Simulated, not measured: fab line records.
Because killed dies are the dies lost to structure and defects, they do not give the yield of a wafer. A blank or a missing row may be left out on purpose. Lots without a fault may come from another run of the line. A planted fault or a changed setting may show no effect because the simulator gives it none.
Split-lot experiment / flow n5Finfet / route with 1938 steps; 7 lots, 21 wafers read

SPLIT DETAILS
At N5_MOL_CONTACT_COAG_COAT_34 (resist thk 40 nm), the setting spinRpm was moved away from the recipe's 1500 rpm on 9 of the 21 wafers read, by -5.8% to +10.3%. All remaining wafers had this setting at the recipe value.

FROM THE SPLIT TO THE READING: what the file shows between them, 4 steps
- N5_MOL_CONTACT_COAG_EBR_36
- N5_MOL_CONTACT_COAG_SOFTBAKE_35: time 60 s
- N5_MOL_CONTACT_COAG_DESCUM_45: chemistry O2, time 7 s
- N5_MOL_CONTACT_COAG_ETCH_65: etches underlayer in N2/H2, target depth 13 nm, time 10.4 s

THE READING
CAR-EUV_of_MOL_CONTACT_COAG_COAT_34.thkNm (the simulator's own value, which no gauge read), in nm, at N5_MOL_CONTACT_COAG_ETCH_66 (etches SiARC in CF4, target depth 13 nm, time 21.7 s). No usual value for it is given in the file. Average 17.0 nm, standard deviation 0.14 nm, over the 12 wafers here run with the recipe.

wafer=L075.2; tool, chamber at the split=lithoTrack-03, 0; spinRpm as run, rpm=1413; against the recipe=-5.8%; CAR-EUV_of_MOL_CONTACT_COAG_COAT_34.thkNm, nm=18; against lot-mates on the recipe=+1.2
wafer=L075.3; tool, chamber at the split=lithoTrack-03, 0; spinRpm as run, rpm=1500; against the recipe=recipe; CAR-EUV_of_MOL_CONTACT_COAG_COAT_34.thkNm, nm=16.8; against lot-mates on the recipe=-
wafer=L075.6; tool, chamber at the split=lithoTrack-03, 0; spinRpm as run, rpm=1500; against the recipe=recipe; CAR-EUV_of_MOL_CONTACT_COAG_COAT_34.thkNm, nm=16.8; against lot-mates on the recipe=-
wafer=L077.1; tool, chamber at the split=lithoTrack-01, 0; spinRpm as run, rpm=1500; against the recipe=recipe; CAR-EUV_of_MOL_CONTACT_COAG_COAT_34.thkNm, nm=17; against lot-mates on the recipe=-
wafer=L077.5; tool, chamber at the split=lithoTrack-01, 0; spinRpm as run, rpm=1500; against the recipe=recipe; CAR-EUV_of_MOL_CONTACT_COAG_COAT_34.thkNm, nm=17; against lot-mates on the recipe=-
wafer=L077.2; tool, chamber at the split=lithoTrack-01, 0; spinRpm as run, rpm=1500; against the recipe=recipe; CAR-EUV_of_MOL_CONTACT_COAG_COAT_34.thkNm, nm=16.8; against lot-mates on the recipe=-
wafer=L078.4; tool, chamber at the split=lithoTrack-04, 0; spinRpm as run, rpm=1655; against the recipe=+10.3%; CAR-EUV_of_MOL_CONTACT_COAG_COAT_34.thkNm, nm=14.8; against lot-mates on the recipe=-2.2
wafer=L078.5; tool, chamber at the split=lithoTrack-04, 0; spinRpm as run, rpm=1500; against the recipe=recipe; CAR-EUV_of_MOL_CONTACT_COAG_COAT_34.thkNm, nm=17; against lot-mates on the recipe=-
wafer=L078.6; tool, chamber at the split=lithoTrack-04, 0; spinRpm as run, rpm=1500; against the recipe=recipe; CAR-EUV_of_MOL_CONTACT_COAG_COAT_34.thkNm, nm=17; against lot-mates on the recipe=-
wafer=L081.1; tool, chamber at the split=lithoTrack-04, 0; spinRpm as run, rpm=1500; against the recipe=recipe; CAR-EUV_of_MOL_CONTACT_COAG_COAT_34.thkNm, nm=17.2; against lot-mates on the recipe=-
wafer=L081.3; tool, chamber at the split=lithoTrack-04, 0; spinRpm as run, rpm=1500; against the recipe=recipe; CAR-EUV_of_MOL_CONTACT_COAG_COAT_34.thkNm, nm=17.2; against lot-mates on the recipe=-
wafer=L081.5; tool, chamber at the split=lithoTrack-04, 0; spinRpm as run, rpm=1500; against the recipe=recipe; CAR-EUV_of_MOL_CONTACT_COAG_COAT_34.thkNm, nm=17; against lot-mates on the recipe=-
wafer=L082.1; tool, chamber at the split=lithoTrack-04, 0; spinRpm as run, rpm=1500; against the recipe=recipe; CAR-EUV_of_MOL_CONTACT_COAG_COAT_34.thkNm, nm=16.8; against lot-mates on the recipe=-
wafer=L082.2; tool, chamber at the split=lithoTrack-04, 0; spinRpm as run, rpm=1500; against the recipe=recipe; CAR-EUV_of_MOL_CONTACT_COAG_COAT_34.thkNm, nm=17; against lot-mates on the recipe=-
wafer=L082.5; tool, chamber at the split=lithoTrack-04, 0; spinRpm as run, rpm=1435; against the recipe=-4.3%; CAR-EUV_of_MOL_CONTACT_COAG_COAT_34.thkNm, nm=17.8; against lot-mates on the recipe=+0.9
wafer=L090.2; tool, chamber at the split=lithoTrack-01, 0; spinRpm as run, rpm=1652; against the recipe=+10.1%; CAR-EUV_of_MOL_CONTACT_COAG_COAT_34.thkNm, nm=15; against lot-mates on the recipe=no lot-mate on the recipe
wafer=L090.4; tool, chamber at the split=lithoTrack-01, 0; spinRpm as run, rpm=1652; against the recipe=+10.1%; CAR-EUV_of_MOL_CONTACT_COAG_COAT_34.thkNm, nm=15; against lot-mates on the recipe=no lot-mate on the recipe
wafer=L090.6; tool, chamber at the split=lithoTrack-01, 0; spinRpm as run, rpm=1652; against the recipe=+10.1%; CAR-EUV_of_MOL_CONTACT_COAG_COAT_34.thkNm, nm=15; against lot-mates on the recipe=no lot-mate on the recipe
wafer=L093.4; tool, chamber at the split=lithoTrack-01, 0; spinRpm as run, rpm=1575; against the recipe=+5.0%; CAR-EUV_of_MOL_CONTACT_COAG_COAT_34.thkNm, nm=16; against lot-mates on the recipe=no lot-mate on the recipe
wafer=L093.6; tool, chamber at the split=lithoTrack-01, 0; spinRpm as run, rpm=1575; against the recipe=+5.0%; CAR-EUV_of_MOL_CONTACT_COAG_COAT_34.thkNm, nm=16; against lot-mates on the recipe=no lot-mate on the recipe
wafer=L093.5; tool, chamber at the split=lithoTrack-01, 0; spinRpm as run, rpm=1575; against the recipe=+5.0%; CAR-EUV_of_MOL_CONTACT_COAG_COAT_34.thkNm, nm=15.8; against lot-mates on the recipe=no lot-mate on the recipe

THE FIT
A straight line over all 21 wafers: CAR-EUV_of_MOL_CONTACT_COAG_COAT_34.thkNm changes by -0.196 nm for each +1% of spinRpm; r = -0.99; the points scatter about the line by 0.12 nm.
The same after taking each lot's own level away (the mean of its wafers on the recipe; 15 wafers): -0.211 nm for each +1%; r = -0.99; scatter 0.076 nm.
That fit puts the effect of the largest move of spinRpm on the reading at 2.2 nm.
Measured against the standard deviation above, the lots' own levels, which go from 16.80 to 17.13 nm, span 2.4 times it.
Consequently the slope shifts little with the lot-to-lot level, the two slopes agreeing.
Check: for one of the wafers moved furthest among these (+10.3%), held out of the fit, the line's prediction against its lot-mates is -2.14 nm. It came out at -2.2 nm against them.

THE WHOLE CHAIN: every reading that the file lists as answering this split, in the file's order
step=N5_MOL_CONTACT_COAG_COAT_34; what it does=resist thk 40 nm; reading=CAR-EUV_of_MOL_CONTACT_COAG_COAT_34.thkNm (the simulator's own value, which no gauge read); change (the file's fit)=-0.192 nm for each +1% of the setting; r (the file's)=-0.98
step=N5_MOL_CONTACT_COAG_DESCUM_45; what it does=chemistry O2, time 7 s; reading=CAR-EUV_of_MOL_CONTACT_COAG_COAT_34.thkNm (the simulator's own value, which no gauge read); change (the file's fit)=-0.195 nm for each +1% of the setting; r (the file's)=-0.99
step=N5_MOL_CONTACT_COAG_ETCH_66; what it does=etches SiARC in CF4, target depth 13 nm, time 21.7 s; reading=CAR-EUV_of_MOL_CONTACT_COAG_COAT_34.thkNm (the simulator's own value, which no gauge read); change (the file's fit)=-0.211 nm for each +1% of the setting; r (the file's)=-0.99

THE FILE'S OWN FIT
CAR-EUV_of_MOL_CONTACT_COAG_COAT_34.thkNm changes by -0.211 nm for each +1% of spinRpm, r = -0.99.
